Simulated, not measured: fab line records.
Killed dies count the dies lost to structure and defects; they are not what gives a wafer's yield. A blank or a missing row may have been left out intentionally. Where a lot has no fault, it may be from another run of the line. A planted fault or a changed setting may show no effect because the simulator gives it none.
fab line records	flow n5Finfet
[record] lots = 5	wafers = 15	lastDay = 16
route steps=1938 shown BEOL_M11@1577 BEOL_M12@1602 PASSIVATION@1936
lots that met no fault: taken from a fault-free run of the same line
startH: hours from the record's opening day to when the first of the lot's shown wafers began	waitH: hours elapsed since this lot's preceding step	" identical to the entry in the row above	L1.1+2: a row that stands for several wafers	- no value, or no start was given	* or withheld: withheld	< > ~ a bound
route shown NAME@n: names a module that has steps shown in the file, with the first one's number in the route	usual: mean/standard deviation of fault-free wafers	same: alike in all rows	chamber/n: place in a boat	sites: the reading at each site	_std_site: the standard deviation of these	_edge_site: outer sites' mean less inner sites'	radiusMm: how far each site lies from the wafer's centre	mask NAME#n: copy n	behind: tool/chamber where the wafer was last shaped	hold: reason for holding the lot/hours on hold/outcome of the hold	device: transistor that didn't switch, given as n, p or np	end of line: tests run on the same wafers once the route is complete	a step given without rows: its recipe and nothing more	killed: not the wafer's yield, but the dies lost to structure and defects at the first sort	map: a wafer's dies, x killed, . not, _ none there
set.NAME: the run value of the setting; set.NAME@STEP: its run value at that earlier step	model.NAME: the simulator's own value behind a step, which no gauge read
lots seen at some steps along the route; tables by step, rows by wafer
services: a tool's chamber out of use, with start hour (startH, from the record's first day; less than 0 if before it), hours out, and reason
[[steps]]
[step N5_BEOL_M11_STRIP_36]
[recipe] chemistry = N2/H2	powerW = 450	tempC = 40	pressureMtorr = 20	rfFrequencyHz = 6e+07	overashFraction = 0.3	biasPowerW = 7	h2Frac = 0.5	n2FlowSccm = 200	h2FlowSccm = 200
[step N5_BEOL_M11_TRENCH_ETCH_37]
[recipe] chemistry = C4F6/O2	targetDepthA = 1488.3	target = SiCOH_lowk	timeS = 48	ionEnergyEv = 250	pressureMtorr = 30	sourceW = 345	biasW = 185	Ar_flow_sccm = 300	C4F6_flow_sccm = 10	O2_flow_sccm = 10
[usual] C4F6_flow_sccm = 10.00/0.031	drypumpMotorCurrentA = 5.5/0.38	oesProductAu = 0.79/0.079	rfVppV = 665/6.6	showerheadPlenumPTorr = 2.85/0.075	throttleValvePct = 20.96/0.21
lot.wafer	tool	chamber	startH	waitH	C4F6_flow_sccm	drypumpMotorCurrentA	oesProductAu	rfHoursCounterH	rfVppV	showerheadPlenumPTorr	throttleValvePct
L610.1	rieDiel-05	0	-	-	9.96	4.9	0.68	233	658	2.82	21.24
L610.4	"	1	"	"	10.03	4.9	0.86	72	671	2.77	20.71
L610.6	"	3	"	"	9.98	5.4	0.75	-	682	2.86	20.77
L612.2	rieDiel-03	1	-	-	9.98	5.1	0.80	106	670	2.87	20.79
L612.5	"	3	"	"	9.94	5.4	0.73	-	656	2.84	21.27
L612.6	"	0	"	"	10.06	6.2	0.87	-	660	2.79	20.66
L613.1	rieDiel-05	0	-	-	10.00	4.9	0.67	244	658	2.81	21.24
L613.3	"	1	"	"	9.93	4.9	0.84	83	671	2.77	20.75
L613.4	"	2	"	"	10.02	5.8	0.80	126	664	2.86	21.31
L619.4	rieDiel-06	0	-	-	10.01	5.4	0.69	243	658	2.81	21.24
L619.5	"	2	"	"	9.98	5.8	0.75	-	663	2.85	21.07
L619.6	"	1	"	"	9.97	5.7	0.87	-	670	3.02	20.83
L624.1	rieDiel-03	1	-	-	9.99	5.1	0.77	126	669	2.86	20.81
L624.5	"	2	"	"	10.03	5.8	0.67	-	668	2.92	20.75
L624.6	"	3	"	"	9.98	5.4	0.71	-	656	2.83	21.28
[step N5_BEOL_M11_ETCH_41]
[recipe] chemistry = CH3F/O2	target = SiCN	targetDepthA = 426	taperDeg = 2	timeS = 86	ionEnergyEv = 120	maskMaterial = TiN	pressureMtorr = 30	sourceW = 395	biasW = 75	Ar_flow_sccm = 150	CH3F_flow_sccm = 30	O2_flow_sccm = 20
[step N5_BEOL_M11_STRIP_77]
[recipe] chemistry = N2/H2	timeS = 10	powerW = 450	tempC = 40	pressureMtorr = 20	rfFrequencyHz = 6e+07	biasPowerW = 7	n2FlowSccm = 200	h2FlowSccm = 200
[step N5_BEOL_M11_OCD_MEAS_38]
[usual] trenchDepthNm = 149.0/2.3
lot.wafer	tool	chamber	startH	waitH	trenchDepthNm
L610.1	ocd-02	-	229.25	-	146.3
L610.4	"	-	"	"	149.1
L610.6	"	-	"	"	146.3
L612.2	ocd-02	-	264.55	-	148.9
L612.5	"	-	"	"	147.7
L612.6	"	-	"	"	148.9
L613.1	ocd-01	-	273.18	-	144.9
L613.3	"	-	"	"	148.5
L613.4	"	-	"	"	150.4
L619.4	ocd-01	-	316.37	-	146.8
L619.5	"	-	"	"	151.1
L619.6	"	-	"	"	150.5
L624.1	ocd-01	-	336.10	-	147.6
L624.5	"	-	"	"	142.2
L624.6	"	-	"	"	146.8
[step N5_BEOL_M11_HM_STRIP_39]
[recipe] chemistry = peroxideTinStrip	material = TiN	targetDepthA = 250	tempC = 50	timeS = 158
[step N5_BEOL_M11_SRD_40]
[recipe] timeS = 30	tempC = 23	rinseLiquid = diw	dry = ipaMarangoni
[step N5_BEOL_M11_PRECLEAN_42]
[recipe] chemistry = residueRemover	timeS = 60	tempC = 40
[step N5_BEOL_M11_SRD_43]
[recipe] timeS = 30	tempC = 23	rinseLiquid = diw	dry = ipaMarangoni
[step N5_BEOL_M11_CD_MEAS_35]
[recipe] targetCdNm = 70	polarity = opening
[usual] cdNm = 69.9/0.5
lot.wafer	tool	chamber	startH	waitH	cdNm
L610.1	cdSem-01	-	229.50	0.0	70.4
L610.4	"	-	"	"	70.4
L610.6	"	-	"	"	69.9
L612.2	cdSem-01	-	264.70	0.0	70.3
L612.5	"	-	"	"	68.9
L612.6	"	-	"	"	70.2
L613.1	cdSem-01	-	273.33	0.0	69.8
L613.3	"	-	"	"	69.6
L613.4	"	-	"	"	69.7
L619.4	cdSem-01	-	316.52	0.0	69.4
L619.5	"	-	"	"	70.0
L619.6	"	-	"	"	70.2
L624.1	cdSem-03	-	336.26	0.0	70.4
L624.5	"	-	"	"	70.5
L624.6	"	-	"	"	70.2
[step N5_BEOL_M11_CURE_72]
[recipe] tempC = 370	timeS = 120	ambient = DMADMS/He	material = SiCOH_lowk
[usual] lampPowerPct = 52.32/0.05	wafer_temp_C_max = 371.7/0.7
lot.wafer	tool	chamber	startH	waitH	lampPowerPct	wafer_temp_C_max
L610.1	uvCure-01	2	229.54	0.0	52.33	372.5
L610.4	"	2	"	"	52.27	371.8
L610.6	"	2	"	"	52.27	371.4
L612.2	uvCure-01	1	264.80	0.1	52.26	372.2
L612.5	"	1	"	"	52.35	372.9
L612.6	"	1	"	"	52.24	372.5
L613.1	uvCure-01	1	273.37	0.0	52.40	373.0
L613.3	"	1	"	"	52.38	373.1
L613.4	"	1	"	"	52.41	372.8
L619.4	uvCure-02	2	316.71	0.2	52.29	371.6
L619.5	"	2	"	"	52.27	371.0
L619.6	"	2	"	"	52.32	371.7
L624.1	uvCure-02	1	336.31	0.0	52.32	372.1
L624.5	"	1	"	"	52.37	372.0
L624.6	"	1	"	"	52.34	372.1
[step N5_BEOL_M11_DEGAS_44]
[recipe] ambient = vacuum	tempC = 250	timeS = 60
[step N5_BEOL_M11_PRE_CLEAN_45]
[recipe] gas = H2/He	timeS = 30	tempC = 250
[usual] heaterPowerW = 325/37
lot.wafer	tool	chamber	startH	waitH	heaterPowerW
L610.1	pvdSputter-02	-	229.90	0.0	361
L610.4	"	-	"	"	242
L610.6	"	-	"	"	334
L612.2	pvdSputter-03	-	265.12	0.0	336
L612.5	"	-	"	"	311
L612.6	"	-	"	"	356
L613.1	pvdSputter-03	-	274.08	0.0	361
L613.3	"	-	"	"	309
L613.4	"	-	"	"	341
L619.4	pvdSputter-03	-	317.06	0.0	331
L619.5	"	-	"	"	367
L619.6	"	-	"	"	337
L624.1	pvdSputter-02	-	336.89	0.0	341
L624.5	"	-	"	"	336
L624.6	"	-	"	"	347
[step N5_BEOL_M11_ALD_74]
[recipe] material = TaN	targetThkA = 20	tempC = 275	aldPrecursorFamily = PDMAT	aldCoReactant = NH3	pressureTorr = 3	carrierFlowSccm = 1500	pulseTimeS = 2	purgeTimeS = 3	coReactantPurgeTimeS = 2	coReactantPulseTimeS = 3	aldCycles = 40	precursorVesselTempC = 75	precursorVesselPressureTorr = 26.25	precursorVesselCarrierSccm = 1000
[step N5_BEOL_M11_SURFACE_TREAT_76]
[recipe] gas = Ar	timeS = *	ionEnergyEv = *	ionCurrentMaCm2 = 0.5	pressureMtorr = *	arFlowSccm = 30
[step N5_BEOL_M11_CVD_75]
[recipe] material = Co	targetThkA = 20	tempC = withheld	precursor = CCTBA/H2	pressureTorr = 30	timeS = 138.9
[step N5_BEOL_M11_SPUTTER_48]
[recipe] material = Cu	targetThkA = 120	tempC = -20	biasV = 60	powerW = 26000	chamberPressurePa = 0.13	timeS = 2
[usual] chamberPressurePa = 0.12999/0.00025	substrateTempC = -19.99/0.1	throttleValvePct = 30.3/1.2
lot.wafer	tool	chamber	startH	waitH	chamberPressurePa	substrateTempC	throttleValvePct
L610.1	pvdSputter-02	-	232.16	0.1	0.13008	-20.07	31.2
L610.4	"	-	"	"	0.1298	-19.95	30.5
L610.6	"	-	"	"	0.12986	-19.90	29.6
L612.2	pvdSputter-02	-	267.18	0.1	0.12974	-20.07	29.2
L612.5	"	-	"	"	0.12975	-19.80	30.0
L612.6	"	-	"	"	0.12956	-20.07	29.3
L613.1	pvdSputter-03	-	276.46	0.2	0.12985	-19.90	30.1
L613.3	"	-	"	"	0.13025	-19.88	29.5
L613.4	"	-	"	"	0.1299	-19.96	32.9
L619.4	pvdSputter-03	-	317.82	0.1	0.13008	-20.10	32.9
L619.5	"	-	"	"	0.12984	-19.99	29.5
L619.6	"	-	"	"	0.13033	-19.88	30.1
L624.1	pvdSputter-03	-	337.54	0.1	0.12976	-19.93	29.7
L624.5	"	-	"	"	0.1303	-19.97	32.7
L624.6	"	-	"	"	0.13027	-19.81	30.0
[step N5_BEOL_M11_ECD_50]
[recipe] material = Cu	targetThkA = 3180
[step N5_BEOL_M11_ANNEAL_51]
[recipe] tempC = 225	timeS = 90	ambient = N2
[step N5_BEOL_M11_CMP_52]
[recipe] stopOn = SiCOH_lowk	tOverpolishS = 7	downForcePsi = 1	platenRpm = 50	clearingPlatenDownForcePsi = 1.5	clearingPlatenRpm = 50	postCmpClean = cuAlkaline	targetThkNm = 140	clearingPlatenPadVelocityMS = 0.99484	padVelocityMS = 0.99484
[usual] barrierFieldEndpointS = 29.0/0.71	motorCurrentA = 6.0/0.65	overpolishRunS = 7.000/0.0094	timeToEndpointS = 65.4/2.8
[same] tOverpolishS = 7
lot.wafer	tool	chamber	startH	waitH	barrierFieldEndpointS	motorCurrentA	overpolishRunS	timeToEndpointS
L610.4	cmp-02	1	232.69	0.1	28.8	6.0	6.997	64.5
L610.1	"	3	"	"	28.1	5.0	6.989	65.7
L610.6	"	2	"	"	29.0	5.8	7.008	65.1
L612.2	cmp-02	0	267.83	0.3	29.6	5.0	7.003	67.3
L612.5	"	3	"	"	30.1	5.2	7.002	67.9
L612.6	"	0	"	"	30.9	5.0	6.997	68.4
L613.3	cmp-01	3	276.98	0.2	28.0	5.1	7.012	62.1
L613.1	"	1	"	"	28.7	7.0	7.005	65.9
L613.4	"	2	"	"	28.7	6.3	7.004	61.8
L619.4	cmp-01	0	318.38	0.2	29.6	6.3	7.014	65.5
L619.6	"	3	"	"	29.3	5.2	7.009	64.3
L619.5	"	0	"	"	28.0	6.5	6.996	59.6
L624.1	cmp-01	0	338.23	0.3	28.7	6.5	7.008	63.1
L624.6	"	0	"	"	28.8	6.3	6.992	63.9
L624.5	"	1	"	"	29.7	6.5	6.988	65.3
[step N5_BEOL_M11_THK_MEAS_53]
[recipe] thkMeasGauge = xrf	reads = Cu_of_BEOL_M11_ECD_50
[usual] M11_THK = 142.1/2.8
lot.wafer	tool	chamber	startH	waitH	M11_THK[nm]
L610.1	filmMetro-02	-	232.99	-	138.6
L610.4	"	-	"	"	142.3
L610.6	"	-	"	"	138.7
L612.2	filmMetro-01	-	268.09	-	143.2
L612.5	"	-	"	"	143.3
L612.6	"	-	"	"	144.1
L613.1	filmMetro-02	-	277.28	-	137.9
L613.3	"	-	"	"	141.3
L613.4	"	-	"	"	142.7
L619.4	filmMetro-01	-	318.64	-	138.7
L619.5	"	-	"	"	143.5
L619.6	"	-	"	"	140.6
L624.1	filmMetro-01	-	338.52	-	140.1
L624.5	"	-	"	"	136.2
L624.6	"	-	"	"	138.4
[step N5_BEOL_M11_PRE_CLEAN_55]
[recipe] gas = NH3	timeS = 15	tempC = withheld	rfPowerW = 300
[step N5_BEOL_M11_DEP_56]
[recipe] material = SiCN	targetThkA = 300	tempC = withheld	precursor = 3MS/NH3	pressureTorr = 3	rfW = 675	timeS = 10.5
[step N5_BEOL_M11_RS_MEAS_57]
[recipe] thkMeasGauge = four-point-probe	reads = Cu_of_BEOL_M11_ECD_50+Co_of_BEOL_M11_CVD_75+TaN_of_BEOL_M11_ALD_74
[usual] M11_RS = 0.1509/0.0029
lot.wafer	tool	chamber	startH	waitH	M11_RS[ohm/sq]
L610.1	filmMetro-02	-	233.11	0.0	0.1533
L610.4	"	-	"	"	0.1483
L610.6	"	-	"	"	0.1537
L612.2	filmMetro-01	-	268.21	0.0	0.1510
L612.5	"	-	"	"	0.1512
L612.6	"	-	"	"	0.1495
L613.1	filmMetro-01	-	277.40	0.0	0.1556
L613.3	"	-	"	"	0.1511
L613.4	"	-	"	"	0.1500
L619.4	filmMetro-02	-	318.77	0.0	0.1548
L619.5	"	-	"	"	0.1493
L619.6	"	-	"	"	0.1524
L624.1	filmMetro-01	-	338.65	0.0	0.1545
L624.5	"	-	"	"	0.1589
L624.6	"	-	"	"	0.1559
[step N5_BEOL_M12_ILD_DEP_00]
[recipe] material = SiOC	targetThkA = 6589.2	tempC = 350	precursor = DEMS/O2	pressureTorr = 5	rfW = 500	timeS = 130.7
[step N5_BEOL_M12_THK_MEAS_01]
[recipe] reads = SiOC_of_BEOL_M12_ILD_DEP_00
[usual] M12_ILD_THK = 659/7.1
lot.wafer	tool	chamber	startH	waitH	M12_ILD_THK[nm]
L610.1	filmMetro-01	-	233.31	0.1	651
L610.4	"	-	"	"	662
L610.6	"	-	"	"	663
L612.2	filmMetro-01	-	268.40	0.1	654
L612.5	"	-	"	"	665
L612.6	"	-	"	"	663
L613.1	filmMetro-01	-	277.60	0.1	656
L613.3	"	-	"	"	650
L613.4	"	-	"	"	662
L619.4	filmMetro-02	-	318.96	0.0	662
L619.5	"	-	"	"	672
L619.6	"	-	"	"	663
L624.1	filmMetro-02	-	338.84	0.1	651
L624.5	"	-	"	"	655
L624.6	"	-	"	"	665
[step N5_BEOL_M12_COAT_58]
[recipe] resist = BARC	tempC = 205	timeS = 60	spinRpm = 1500	resistThkNm = 89
[step N5_BEOL_M12_COAT_04]
[recipe] spinRpm = 1625	resistThkNm = 400
[step N5_BEOL_M12_EBR_06]
[recipe] solvent = PGMEA	ebrWidthMm = 1.5
[step N5_BEOL_M12_SOFTBAKE_05]
[recipe] tempC = 130	timeS = 60
[step N5_BEOL_M12_EXPOSE_07]
[recipe] maskId = V11	na = 0.93	sourceShape = conventional	sigmaOuter = 0.6	polarization = unpolarized	attpsmPhaseDeg = 180	doseMj = 32.5
[step N5_BEOL_M12_PEB_08]
[recipe] pebTempC = 130	pebTimeS = 90
[step N5_BEOL_M12_DEVELOP_09]
[recipe] developTimeS = 45	rinseLiquid = diw	dry = airSpin	devTempC = 21
[step N5_BEOL_M12_HARDBAKE_14]
[recipe] tempC = 130	timeS = 120
[step N5_BEOL_M12_CD_MEAS_10]
[recipe] targetCdNm = 140	landingEnergyEv = 500	detector = seInlens	polarity = opening
[usual] cdNm = 139.4/1.4
lot.wafer	tool	chamber	startH	waitH	cdNm
L610.1	cdSem-03	0	233.73	-	139.3
L610.4	"	0	"	"	140.9
L610.6	"	0	"	"	139.2
L612.2	cdSem-01	0	268.83	-	143.5
L612.5	"	0	"	"	141.4
L612.6	"	0	"	"	140.7
L613.1	cdSem-03	0	277.90	-	136.8
L613.3	"	0	"	"	139.5
L613.4	"	0	"	"	137.6
L619.4	cdSem-02	0	319.39	-	139.1
L619.5	"	0	"	"	139.4
L619.6	"	0	"	"	137.5
L624.1	cdSem-03	0	339.27	-	139.1
L624.5	"	0	"	"	138.9
L624.6	"	0	"	"	139.7
[step N5_BEOL_M12_OVL_MEAS_11]
[recipe] pointsPerWafer = 44
[usual] V11_OVL = -1/5.5
lot.wafer	tool	chamber	startH	waitH	V11_OVL[nm]
L610.1	overlay-01	0	233.76	0.0	2
L610.4	"	0	"	"	6
L610.6	"	0	"	"	6
L612.2	overlay-01	0	268.87	0.0	1
L612.5	"	0	"	"	3
L612.6	"	0	"	"	-1
L613.1	overlay-01	0	277.93	0.0	-1
L613.3	"	0	"	"	2
L613.4	"	0	"	"	-3
L619.4	overlay-01	0	319.42	0.0	-1
L619.5	"	0	"	"	2
L619.6	"	0	"	"	3
L624.1	overlay-01	0	339.30	0.0	4
L624.5	"	0	"	"	7
L624.6	"	0	"	"	5
[step N5_BEOL_M12_DESCUM_15]
[recipe] chemistry = O2	timeS = 7.9	sourcePowerW = 50	biasPowerW = 20	pressureMtorr = 20	rfFrequencyHz = 2.712e+07	tempC = 40	o2FlowSccm = 225
[step N5_BEOL_M12_ETCH_59]
[recipe] chemistry = N2/H2	target = BARC	targetDepthA = 890	overetchA = 267	timeS = 67.9	ionEnergyEv = 200	pressureMtorr = 30	sourceW = 840	biasW = 150	n2FlowSccm = 200	h2FlowSccm = 200
[step N5_BEOL_M12_VIA_ETCH_16]
[recipe] chemistry = C4F8/O2/Ar	target = SiOC	pressureMtorr = 30	sourceW = 3000	biasW = 700	Ar_flow_sccm = 400	C4F8_flow_sccm = 15	O2_flow_sccm = 8	heInnerTorr = 15	heOuterTorr = 30	targetDepthA = 7248	timeS = withheld	ionEnergyEv = 250	ends = cleared
[usual] drypumpMotorCurrentA = 5.5/0.36	oesProductAu = 0.73/0.074	rfVppV = 666.2/2.8	showerheadPlenumPTorr = 3.44/0.092	throttleValvePct = 24.16/0.16
lot.wafer	tool	chamber	startH	waitH	drypumpMotorCurrentA	oesProductAu	rfVppV	showerheadPlenumPTorr	throttleValvePct
L610.1	rieDiel-02	2	234.07	0.0	5.5	0.64	664.5	3.39	24.11
L610.4	"	3	"	"	5.1	0.65	670.2	3.53	24.15
L610.6	"	3	"	"	5.1	0.64	668.5	3.53	24.16
L612.2	rieDiel-01	3	269.02	0.0	5.7	0.76	662.9	3.32	24.04
L612.5	"	0	"	"	5.3	0.76	671.6	3.58	23.99
L612.6	"	3	"	"	5.7	0.76	662.7	3.32	24.03
L613.1	rieDiel-02	1	278.17	0.0	4.7	0.72	666.5	3.43	24.51
L613.3	"	3	"	"	5.1	0.64	668.2	3.52	24.17
L613.4	"	2	"	"	5.5	0.64	665.3	3.38	24.14
L619.4	rieDiel-04	1	319.57	0.0	5.4	0.75	662.0	3.32	24.16
L619.5	"	2	"	"	5.4	0.73	664.8	3.44	24.30
L619.6	"	3	"	"	5.6	0.72	665.8	3.44	24.29
L624.1	rieDiel-01	1	339.44	0.0	5.9	0.84	667.7	3.49	23.99
L624.5	"	1	"	"	5.9	0.84	667.3	3.49	23.99
L624.6	"	0	"	"	5.3	0.73	670.4	3.57	24.01
[step N5_BEOL_M12_STRIP_63]
[recipe] chemistry = N2/H2	powerW = 1000	tempC = 250	h2Frac = 0.65	overashFraction = 0.3	pressureMtorr = 1000	n2FlowSccm = 1750	h2FlowSccm = 3250
[step N5_PASSIVATION_PROBE_49]
[usual] defectLimitedYield = 91.2/1.4	killed_at_M0_to_M3 = 34/10	killed_at_M4_up = 13/5.1	killedAtContacts = 12/6.5	killedAtFrontEnd = 41/11	killedAtOther = 4/3.3	killedDies = 104/16	killedOpen = 69/13	killedShort = 33/7	sort_bin_5_function = 5.1/0.91	sort_bin_6_memory = 3.3/0.69	sortNPass = 1076/16	sortYieldPct = 91.2/1.4
[same] grossDies = 1180	killedAtBackSide = 0	sort_bin_4_leakage[%] = 0	sort_bin_8_speed[%] = 0
lot.wafer	tool	chamber	startH	waitH	defectLimitedYield[%]	killed_at_M0_to_M3	killed_at_M4_up	killedAtContacts	killedAtFrontEnd	killedAtOther	killedDies	killedOpen	killedShort	sort_bin_5_function[%]	sort_bin_6_memory[%]	sortNPass	sortYieldPct[%]
L619.4	prober-02	-	356.74	0.2	85.8	38	79	5	44	1	167	58	35	7.3	4.4	1013	85.8
// killed by level:class
L619.4 BEOL_M11:unspecified=68 BEOL_M1:geometricParticle:open=13 FIN_SAQP:geometricParticle:short=10 BEOL_M0_SAQP:geometricParticle:short=9 FIN_SAQP:geometricParticle:open=7 STI_FIN_REVEAL:geometricParticle:open=6 BEOL_M4:geometricParticle:open=6 BEOL_M0_SAQP:geometricParticle:open=6
// map L619.4 (x killed, . not)
_________________............________________
______________.......x.x........_____________
___________.x......x...x..........x__________
__________.........................._________
________...................x.........._______
_______x...........................x...______
______...........x.........x..x.x......._____
_____...x................................____
____................................x..x..___
___........................................__
___......................................x.__
__........x..x.x......................x....._
__.....x............x......x.....x.........._
_...........x......x...x...........x.......x.
_....x.x.....x................x...x...x......
_............x..x...............x............
_.x................x.........................
_...............x.x..x....x................x.
_.........x..................x.....x.........
_......x.......................x.....x.......
_..xx..x.......x.x.....x......x.......x......
__..............x.......x.........x........._
__....x...x..x.....................x........_
___...........x...............x.xx.........__
___.......x..........x....x...x..x..x...x..__
____....x..x.x......x....x...xx.xxxxx.xx..___
_____.....x......x...x..x...x.xxxxxxxxxxx____
______........x..x......x.....xxxxxxxxx._____
_______................x....xxxxxxxxxxx______
________..............x...x..xxxxxxxxx_______
__________..x........x.x.x..xxxxxxxx_________
___________...x...........x..xxxxxx__________
______________.x.............xxx_____________
_________________............________________
// map L612.6 (x killed, . not)
_________________..x.........________________
______________...........x......_____________
___________................x.......__________
__________..x..........x............_________
________.....................xx.....xx_______
_______....x.......x...x..x..x....x.x..______
______...x..................x..........._____
_____.......x...x.....x........x..x....x.____
____..........xx...........x.....x......x.___
___...x.......x..............x..........xx.__
___......................x..xxxx........x..__
__..........................x.......x.x....._
__........x...........x........x.......x...._
_......x............x.x....x.x....x.......x.x
_.......x............x....................x.x
_.x....x.......x........x....................
_.....x.....x.........x..x...x........x......
_.....................x.............x....x...
_....................x....x..............x...
_.........................x.....x........x...
_.........x.xx.....x...................x.....
__...x......x...x................x.........._
__...........x...x...x.x..............x....._
___.x.x.x......x.......x..x.....x...x......__
___.............x.x........x..............x__
____......................................___
_____......................x.............____
______.........x.......xx........x.....x_____
_______.........x...x.........x........______
________..........x.............xx...._______
__________....x....................x_________
___________...x..x.....x.x.........__________
______________.......x..x....x.._____________
_________________.x...x......________________
[[services]]
tool	chamber	startH	hours	kind
rieDiel-04	1	207.48	14.3	repair
rieDiel-03	0	209.33	4.7	repair
rieDiel-04	-	209.64	0.6	repair
uvCure-02	-	216.12	0.3	repair
rieDiel-04	0	217.81	6.3	repair
cmp-01	-	217.95	2.7	repair
rieDiel-02	2	227.15	4.2	repair
rieDiel-06	0	235.18	4.9	repair
rieDiel-01	-	238.63	15.6	pm
rieDiel-02	2	252.28	2.4	repair
rieDiel-02	0	259.23	-	clean
rieDiel-01	0	259.64	4.1	repair
rieDiel-02	-	260.12	2.8	pm
rieDiel-03	0	268.47	1.5	repair
rieDiel-05	0	280.12	21.8	repair
uvCure-02	-	293.64	2.8	pm
rieDiel-04	-	297.70	2.8	pm
cmp-01	-	308.32	0.7	repair
rieDiel-01	-	310.45	2.8	pm
cmp-02	-	324.23	1.2	repair
rieDiel-06	2	329.05	5.4	repair
rieDiel-01	0	331.37	1.3	repair
rieDiel-01	-	334.23	0.9	repair
cmp-02	-	336.64	1.7	repair
[[key]]
[firstSign] step = N5_PASSIVATION_PROBE_49	reading = killed_at_M4_up	direction = up	sigmas = 13	usual = 13	struck = 79
[effect] step = N5_PASSIVATION_PROBE_49	reading = killedDies	direction = up	sigmas = 3.8	usual = 104	struck = 167
[moreKillsBornAt] N5_BEOL_M11_PRE_CLEAN_45@pvdSputter-03 = 68
metAt N5_BEOL_M11_PRE_CLEAN_45
struckWafers L619.4
[fault] kind = chamberParticleSource	tool = pvdSputter-03	chamber = -	onsetH = 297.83	steps = N5_BEOL_M11_PRE_CLEAN_45	ratePerVisitCm2 = 0.51796	endH = 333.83	scope = struckWafersOnly
